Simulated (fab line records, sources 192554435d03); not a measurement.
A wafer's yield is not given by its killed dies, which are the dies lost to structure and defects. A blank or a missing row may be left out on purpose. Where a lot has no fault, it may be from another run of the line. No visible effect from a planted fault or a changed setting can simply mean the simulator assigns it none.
Which of the tools did it? ; flow n5 finfet ; 14 lots, 42 wafers sampled, at 2 steps of a route of 1938

WHAT EACH GAUGE READ, for each wafer
N5_MIM_TOP_LITHO_INSPECT_12: inspects for defects (macro). Usual: raw defect count at 2.0, with a standard deviation of 1.4.
lot;measured;on;raw defect count;flag
L233;day 11 13:40;defect inspect-02;1 0 2;
L235;day 11 21:34;defect inspect-02;2 2 2;
L236;day 12 11:10;defect inspect-02;1 3 3;
L238;day 13 11:28;defect inspect-01;2 0 2;
L239;day 13 11:59;defect inspect-02;1 1 4;
L240;day 13 16:18;defect inspect-02;2 3 1;
L244;day 14 22:56;defect inspect-01;0 2 4;
L246;day 15 02:05;defect inspect-01;1 2 0;
L245;day 15 17:22;defect inspect-01;4 3 2;
L247;day 15 21:26;defect inspect-02;1 1 3;
L252;day 17 05:59;defect inspect-02;2 3 3;
L253;day 17 12:23;defect inspect-02;4 2 0;
L256;day 17 12:47;defect inspect-01;0 2 4;
L255;day 17 19:17;defect inspect-02;0 2 2;

TOOL THAT RAN EACH LOT (tool first, then ch and the chambers of the sampled wafers, then the start)
lot;N5_MIM_BOT_DEGAS_01
L233;pvd sputter-02, day 11 12:04
L235;pvd sputter-01, day 11 20:16
L236;pvd sputter-02, day 12 07:45
L238;pvd sputter-01, day 13 08:04
L239;pvd sputter-03, day 13 10:46
L240;pvd sputter-01, day 13 14:45
L244;pvd sputter-02, day 14 20:55
L246;pvd sputter-03, day 15 00:59
L245;pvd sputter-03, day 15 15:37
L247;pvd sputter-02, day 15 20:05
L252;pvd sputter-02, day 17 02:23
L253;pvd sputter-01, day 17 08:45
L256;pvd sputter-03, day 17 09:38
L255;pvd sputter-03, day 17 17:34
- N5_MIM_BOT_DEGAS_01: time 60 s.

WHAT THE TOOLS THEMSELVES READ (means of the sampled wafers that have a number; where no wafer has one, the mark that the record gives instead)
N5_MIM_BOT_DEGAS_01. Usual: heater power w at 461 W, with a standard deviation of 37.
lot;tool;heater power w (W);flag
L233;pvd sputter-02;450;
L235;pvd sputter-01;465;
L236;pvd sputter-02;463;
L238;pvd sputter-01;468;
L239;pvd sputter-03;472;
L240;pvd sputter-01;461;
L244;pvd sputter-02;451;
L246;pvd sputter-03;447;
L245;pvd sputter-03;477;
L247;pvd sputter-02;424;
L252;pvd sputter-02;436;
L253;pvd sputter-01;439;
L256;pvd sputter-03;484;
L255;pvd sputter-03;482;

THE ANSWER, worked out from the rows above alone
Rule: take the mean of a lot's wafers that have a number; if it is more than 3 standard deviations from the usual mean, the lot is off. A lot without any number at a reading at which 4 lots or more have one is off too. Any other lot the step has rows for is counted as sound. Order of review: gauges by route order, followed by the tools' own readings, for which a lot's mean as printed above is used. The first step at which some lot is off is used, and at that step the reading that is off furthest; a lot without a number counts as furthest.
No lot is off at any reading shown: from this, nothing can be told.

WHAT WAS PUT IN BY THE SIMULATOR
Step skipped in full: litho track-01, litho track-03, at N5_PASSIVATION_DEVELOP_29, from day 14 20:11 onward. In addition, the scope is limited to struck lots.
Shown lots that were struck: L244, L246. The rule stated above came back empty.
